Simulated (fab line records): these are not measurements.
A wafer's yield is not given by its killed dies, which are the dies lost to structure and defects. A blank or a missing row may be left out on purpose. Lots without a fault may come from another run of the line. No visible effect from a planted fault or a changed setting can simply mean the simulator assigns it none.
A lot that was struck, set against a sound lot	flow nand-harc	15 out of 1159 route steps
Sound: the wafers L965.3, L965.4, L965.5. Struck: wafer L958.5 (left out: L958.3, a lot-mate that was not struck); the cause follows at the end.
Each step with rows lists, per side, the tool, then ch with its chambers, then its first start. Under that, the readings that differ: sound wafers	struck wafers	difference of the means	sigmas: that difference in standard deviations of wafers without a fault.
alike: readings whose means differ by less than 2 such deviations, and words and numbers that are the same on both sides. not compared: withheld readings, readings that some wafer has no value for, bounds like >300 that may hide the same value, and numbers for which the record gives no deviation and whose values overlap.
Wherever a step has rows on one side only, a row that says differs or no value, or a row with sigmas, the two part there. When numbers do not overlap yet have no deviation, they are printed without sigmas and do not part them. A reading that every wafer of one side lacks parts them only if that side has two wafers or more.

first, 8 steps without rows for these wafers: NHARC_A_SGD_CUT_COAT_56 (time 75 s); NHARC_A_SGD_CUT_COAT_57 (time 65 s); NHARC_A_SGD_CUT_COAT_03 (resist thk 90 nm); NHARC_A_SGD_CUT_SOFTBAKE_04 (time 55 s); NHARC_A_SGD_CUT_EBR_05; NHARC_A_SGD_CUT_EXPOSE_06 (exposes mask SGD); NHARC_A_SGD_CUT_PEB_07 (peb time 65 s); NHARC_A_SGD_CUT_DEVELOP_08 (develop time 35 s).
NHARC_A_SGD_CUT_CD_MEAS_09: the cd target is 100 nm.
  sound on cd-sem-02 ch 0, day 17 21:31; struck on cd-sem-03 ch 0, day 17 15:04
  alike: cd-nm
NHARC_A_SGD_CUT_OVL_MEAS_10:
  struck on overlay-02, day 17 15:10; sound on overlay-01, day 17 21:36
  alike: overlay-x-nm, overlay-y-nm
NHARC_A_SGD_CUT_INSPECT_11:
  struck on defect-inspect-01, day 17 15:12; sound on defect-inspect-02, day 17 21:39
  alike: raw-defect-count
NHARC_A_SGD_CUT_DESCUM_14: chemistry O2, time 3 s.
  sound on rie-diel-03 ch 1,2,3, day 17 21:43; struck on rie-diel-04 ch 2, day 17 15:17
reading	sound	struck	difference	sigmas
drypump-motor-current-A (A)	5.87 6.06 5.99	5.25	-0.72	-3
oes-product-au (a.u.)	1.013 1.008 1.010	1.043	+0.033	+2
  alike: rf-vpp-V, showerhead-plenum-p-Torr, throttle-valve-pct
  not compared: rf-hours-counter-h
NHARC_A_SGD_CUT_ETCH_58: etches the open film in CF4, target depth 39 nm, time 65 s.
  sound on rie-diel-03 ch 1,2, day 17 21:47; struck on rie-diel-04 ch 1, day 17 15:34
reading	sound	struck	difference	sigmas
rf-vpp-V (V)	150.8 151.6 151.3	148.2	-3.0	-2
run-length-s (s)	86.0 85.8 86.0	95.9	+10.0	+19
  alike: drypump-motor-current-A, oes-product-au, showerhead-plenum-p-Torr, throttle-valve-pct
  not compared: rf-hours-counter-h
NHARC_A_SGD_CUT_ETCH_59: etches the open film in N2/H2, target depth 260 nm, time 406.25 s.
  sound on rie-diel-03 ch 0,1,3; struck on rie-diel-04 ch 0
  alike: drypump-motor-current-A, oes-product-au, rf-vpp-V, run-length-s, showerhead-plenum-p-Torr, throttle-valve-pct
  not compared: rf-hours-counter-h
-- break in the record here, with 6 days between the starts of the struck wafers on either side (left off in module A_SGD_CUT, picked up again in module END, where the first step shown is number 1159 on the route) --
NHARC_END_SORT_01:
  the record has rows for the struck wafers here (prober-02 ch 0, day 23 12:35) and none for the sound ones

WHERE THEY PART
Earliest at NHARC_A_SGD_CUT_DESCUM_14; latest, in this record, at NHARC_END_SORT_01.

WHY: what the simulator had put in
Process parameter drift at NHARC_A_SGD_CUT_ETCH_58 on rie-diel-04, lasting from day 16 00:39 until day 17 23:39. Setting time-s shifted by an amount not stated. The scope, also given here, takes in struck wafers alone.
